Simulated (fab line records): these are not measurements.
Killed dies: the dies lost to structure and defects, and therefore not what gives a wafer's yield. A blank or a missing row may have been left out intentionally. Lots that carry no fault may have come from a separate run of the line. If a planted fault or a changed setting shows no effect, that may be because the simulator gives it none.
Split-lot trial -- flow n5 finfet -- 21 wafers read from 7 lots, route of 1938 steps

## ON THE SPLIT
At N5_BEOL_M2_TRENCH_ETCH_37 (etches SiOC in C4F6/O2, target depth 55.555 nm, time 29.2 s), the setting time s was moved away from the recipe's 29.2 s on 8 of the 21 wafers read, by -19.8% to +21.8%. This setting was run at the recipe's value on the other wafers.

## FROM THE SPLIT TO THE READING: what the file shows between them, 13 steps
- N5_BEOL_M2_ETCH_41: etches SiCN in CH3F/O2, target depth 29.9 nm, time 52.5 s
- N5_BEOL_M2_STRIP_97: strips in N2/H2, time 10 s
- N5_BEOL_M2_OCD_MEAS_38
- N5_BEOL_M2_HM_STRIP_39: strips TiN in peroxide tin strip, target depth 25 nm, time 158 s
- N5_BEOL_M2_SRD_40: time 30 s
- N5_BEOL_M2_ECD_50: material Cu, target thk 300 nm
- N5_BEOL_M2_ANNEAL_51: time 90 s
- N5_BEOL_M2_CMP_52: polishes, stops on SiOC, t overpolish 6.8 s, target thk 40 nm
- N5_BEOL_M2_THK_MEAS_53: measures by xrf
- N5_BEOL_M2_PRE_CLEAN_60: time 15 s
- N5_BEOL_M2_CO_CAP_55: material Co, precursor CCTBA/H2, target thk 2 nm, time 102.1 s
- N5_BEOL_M2_PRE_CLEAN_56: time 15 s
- N5_BEOL_M2_DEP_57: deposits SiCN from 3MS/NH3, target thk 8 nm, time 14 s

## THE READING
At N5_BEOL_M2_RS_MEAS_58, a four-point-probe measurement gives M2_RS in ohm/sq. Fault-free wafers of this fab line usually give 0.657 ohm/sq, standard deviation 0.025 ohm/sq.

wafer,"tool, chamber at the split","time s as run, s",against the recipe,"M2_RS, ohm/sq",against lot-mates on the recipe
L074.3,"rie diel-03, 0",23.41,-19.8%,1.033,+0.379
L074.4,"rie diel-03, 2",29.2,recipe,0.654,-
L074.6,"rie diel-03, 3",23.41,-19.8%,1.010,+0.356
L075.2,"rie diel-04, 1",29.2,recipe,0.679,-
L075.3,"rie diel-04, 3",25.95,-11.1%,0.869,+0.190
L075.5,"rie diel-04, 3",25.95,-11.1%,0.908,+0.229
L083.2,"rie diel-04, 3",34.22,+17.2%,0.504,-0.179
L083.3,"rie diel-04, 0",29.2,recipe,0.683,-
L083.4,"rie diel-04, 2",34.22,+17.2%,0.495,-0.188
L088.2,"rie diel-03, 2",29.2,recipe,0.721,-
L088.3,"rie diel-03, 1",29.2,recipe,0.683,-
L088.5,"rie diel-03, 3",29.2,recipe,0.705,-
L091.3,"rie diel-04, 1",35.58,+21.8%,0.462,-0.187
L091.4,"rie diel-04, 0",29.2,recipe,0.636,-
L091.5,"rie diel-04, 1",29.2,recipe,0.663,-
L096.1,"rie diel-03, 0",29.2,recipe,0.668,-
L096.2,"rie diel-03, 2",29.2,recipe,0.673,-
L096.3,"rie diel-03, 3",29.2,recipe,0.676,-
L097.2,"rie diel-01, 0",29.2,recipe,0.701,-
L097.3,"rie diel-01, 3",35.41,+21.3%,0.488,-0.212
L097.4,"rie diel-01, 2",29.2,recipe,0.700,-

FIT RESULTS
A straight line over all 21 wafers: M2_RS changes by -0.0132 ohm/sq for each +1% of time s; r = -0.97; the points scatter about the line by 0.04 ohm/sq.
The same after taking each lot's own level away (the mean of its wafers on the recipe; 21 wafers): -0.0135 ohm/sq for each +1%; r = -0.97; scatter 0.042 ohm/sq.
On that fit, the largest move of time s shifts the reading by 0.3 ohm/sq.
The lots' own levels span 0.6495 to 0.7030 ohm/sq, that is 2.1 times the standard deviation above.
The two slopes agree, so the slope changes little with the lot-to-lot level.
Check: for one of the wafers moved furthest among these (+21.8%), held out of the fit, the line's prediction against its lot-mates is -0.29 ohm/sq. It came out at -0.187 ohm/sq against them.

## FURTHER SPLITS ON THESE WAFERS
Note: prior to the reading, these wafers also went through further splits. Each is held against what the fit with the lots' levels taken away leaves over:
other split on the same wafers,wafers away from the commonest value,r with M2_RS (lot level and that fit taken away)
N5_MOL_CONTACT_COAG_COAT_64 spin rpm,7,+0.06
N5_BEOL_M0_SAQP_PECVD_00 time s,9,+0.23
N5_BEOL_M0_SAQP_DESCUM_45 time s,5,-0.32
N5_BEOL_M0_SAQP_ETCH_88 source w,5,-0.02

## THE WHOLE CHAIN: every reading that the file lists as answering this split, in the file's order
step,what it does,reading,change (the file's fit),r (the file's)
N5_BEOL_M2_TRENCH_ETCH_37,"etches SiOC in C4F6/O2, target depth 55.555 nm, time 29.2 s","etch.depth nm (the simulator's own value, which no gauge read)",+0.583 nm for each +1% of the setting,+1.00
N5_BEOL_M2_TRENCH_ETCH_37,"etches SiOC in C4F6/O2, target depth 55.555 nm, time 29.2 s","BEOL_M2.feature depth nm (the simulator's own value, which no gauge read)",+0.585 nm for each +1% of the setting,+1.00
N5_BEOL_M2_TRENCH_ETCH_37,"etches SiOC in C4F6/O2, target depth 55.555 nm, time 29.2 s","TiN_of_BEOL_M2_HM_DEP_02.thk nm (the simulator's own value, which no gauge read)",-0.0253 nm for each +1% of the setting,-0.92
N5_BEOL_M2_OCD_MEAS_38,,trench depth nm,+0.59 nm for each +1% of the setting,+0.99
N5_BEOL_M2_CMP_52,"polishes, stops on SiOC, t overpolish 6.8 s, target thk 40 nm","Cu_of_BEOL_M2_ECD_50.thk nm (the simulator's own value, which no gauge read)",+0.599 nm for each +1% of the setting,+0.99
N5_BEOL_M2_THK_MEAS_53,measures by xrf,M2_THK,+0.603 for each +1% of the setting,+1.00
N5_BEOL_M2_RS_MEAS_58,measures by four-point-probe,M2_RS,-0.0123 for each +1% of the setting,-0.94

## FILE'S OWN FIT
M2_RS changes by -0.0123 ohm/sq for each +1% of time s, r = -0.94.
